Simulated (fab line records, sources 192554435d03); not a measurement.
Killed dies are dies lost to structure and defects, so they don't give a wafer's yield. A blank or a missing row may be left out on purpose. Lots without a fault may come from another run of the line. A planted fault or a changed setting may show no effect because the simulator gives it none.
Split-lot experiment | flow n5_finfet | 7 lots, 21 wafers read, on a route of 1938 steps

THE SPLIT
At N5_BEOL_M4_COAT_05 (resist thk 30 nm), the setting spin_rpm was moved away from the recipe's 1500 rpm on 6 of the 21 wafers read, by -11.2% to +8.1%. The other wafers ran this setting at the recipe's value.

FROM THE SPLIT TO THE READING: what the file shows between them, 3 steps
- N5_BEOL_M4_EBR_07
- N5_BEOL_M4_SOFTBAKE_06: time 60 s
- N5_BEOL_M4_DESCUM_16: chemistry O2, time 7 s

THE READING
CAR-EUV_of_BEOL_M4_COAT_05.thk_nm (the simulator's own value, which no gauge read), in nm, at N5_BEOL_M4_ETCH_74 (etches underlayer in N2/H2, target depth 6.5 nm, time 5.2 s). The file gives no usual value for it. The 15 wafers here that ran the recipe average 20.4 nm, standard deviation 0.1 nm.

wafer  | tool, chamber at the split | spin_rpm as run, rpm | against the recipe | CAR-EUV_of_BEOL_M4_COAT_05.thk_nm, nm | against lot-mates on the recipe
L075.1 | litho_track-04, 0          | 1500                 | recipe             | 20.4                                  | -
L075.3 | litho_track-04, 0          | 1500                 | recipe             | 20.4                                  | -
L075.6 | litho_track-04, 0          | 1500                 | recipe             | 20.2                                  | -
L076.4 | litho_track-03, 0          | 1500                 | recipe             | 20.2                                  | -
L076.5 | litho_track-03, 0          | 1546                 | +3.1%              | 19.8                                  | -0.5
L076.6 | litho_track-03, 0          | 1500                 | recipe             | 20.4                                  | -
L084.1 | litho_track-04, 0          | 1363                 | -9.1%              | 22                                    | +1.4
L084.3 | litho_track-04, 0          | 1363                 | -9.1%              | 22                                    | +1.4
L084.2 | litho_track-04, 0          | 1500                 | recipe             | 20.6                                  | -
L087.1 | litho_track-03, 0          | 1500                 | recipe             | 20.4                                  | -
L087.2 | litho_track-03, 0          | 1500                 | recipe             | 20.6                                  | -
L087.6 | litho_track-03, 0          | 1621                 | +8.1%              | 19.2                                  | -1.3
L092.2 | litho_track-03, 0          | 1500                 | recipe             | 20.4                                  | -
L092.3 | litho_track-03, 0          | 1500                 | recipe             | 20.4                                  | -
L092.6 | litho_track-03, 0          | 1500                 | recipe             | 20.4                                  | -
L090.1 | litho_track-03, 0          | 1332                 | -11.2%             | 22.2                                  | +1.8
L090.6 | litho_track-03, 0          | 1332                 | -11.2%             | 22.2                                  | +1.8
L090.3 | litho_track-03, 0          | 1500                 | recipe             | 20.4                                  | -
L097.1 | litho_track-05, 0          | 1500                 | recipe             | 20.4                                  | -
L097.5 | litho_track-05, 0          | 1500                 | recipe             | 20.4                                  | -
L097.6 | litho_track-05, 0          | 1500                 | recipe             | 20.4                                  | -

THE FIT
A straight line over all 21 wafers: CAR-EUV_of_BEOL_M4_COAT_05.thk_nm changes by -0.164 nm for each +1% of spin_rpm; r = -0.99; the points scatter about the line by 0.1 nm.
The same after taking each lot's own level away (the mean of its wafers on the recipe; 21 wafers): -0.159 nm for each +1%; r = -1.00; scatter 0.062 nm.
On that fit, the largest move of spin_rpm shifts the reading by 1.8 nm.
The lots' own levels span 20.30 to 20.60 nm, that is 2.9 times the standard deviation above.
So the lot-to-lot level changes the slope little: the two slopes agree.
Check: with one of the wafers moved furthest among these (-11.2%) left out of the fit, the line predicts +1.76 nm for it against its lot-mates. It came out at +1.8 nm against them.

OTHER SPLITS ON THESE WAFERS
These wafers also went through other splits before the reading. Each is held against what the fit with the lots' levels taken away leaves over:
other split on the same wafers     | wafers away from the commonest value | r with CAR-EUV_of_BEOL_M4_COAT_05.thk_nm (lot level and that fit taken away)
N5_BEOL_M1_COAT_62 spin_rpm        | 5                                    | +0.28
N5_BEOL_M1_ETCH_70 time_s          | 5                                    | -0.19
N5_BEOL_M1_TRENCH_ETCH_37 time_s   | 6                                    | +0.30
N5_BEOL_M2_ALD_98 ald_cycles       | 10                                   | -0.25
N5_BEOL_M2_TRENCH_ETCH_37 source_w | 8                                    | -0.51
N5_BEOL_M4_ILD_DEP_00 time_s       | 2                                    | -0.12

THE WHOLE CHAIN: every reading that the file lists as answering this split, in the file's order
step                 | what it does                                                | reading                                                                            | change (the file's fit)               | r (the file's)
N5_BEOL_M4_COAT_05   | resist thk 30 nm                                            | CAR-EUV_of_BEOL_M4_COAT_05.thk_nm (the simulator's own value, which no gauge read) | -0.155 nm for each +1% of the setting | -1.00
N5_BEOL_M4_DESCUM_16 | chemistry O2, time 7 s                                      | CAR-EUV_of_BEOL_M4_COAT_05.thk_nm (the simulator's own value, which no gauge read) | -0.166 nm for each +1% of the setting | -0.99
N5_BEOL_M4_ETCH_74   | etches underlayer in N2/H2, target depth 6.5 nm, time 5.2 s | CAR-EUV_of_BEOL_M4_COAT_05.thk_nm (the simulator's own value, which no gauge read) | -0.159 nm for each +1% of the setting | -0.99

THE FILE'S OWN FIT
CAR-EUV_of_BEOL_M4_COAT_05.thk_nm changes by -0.159 nm for each +1% of spin_rpm, r = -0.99.
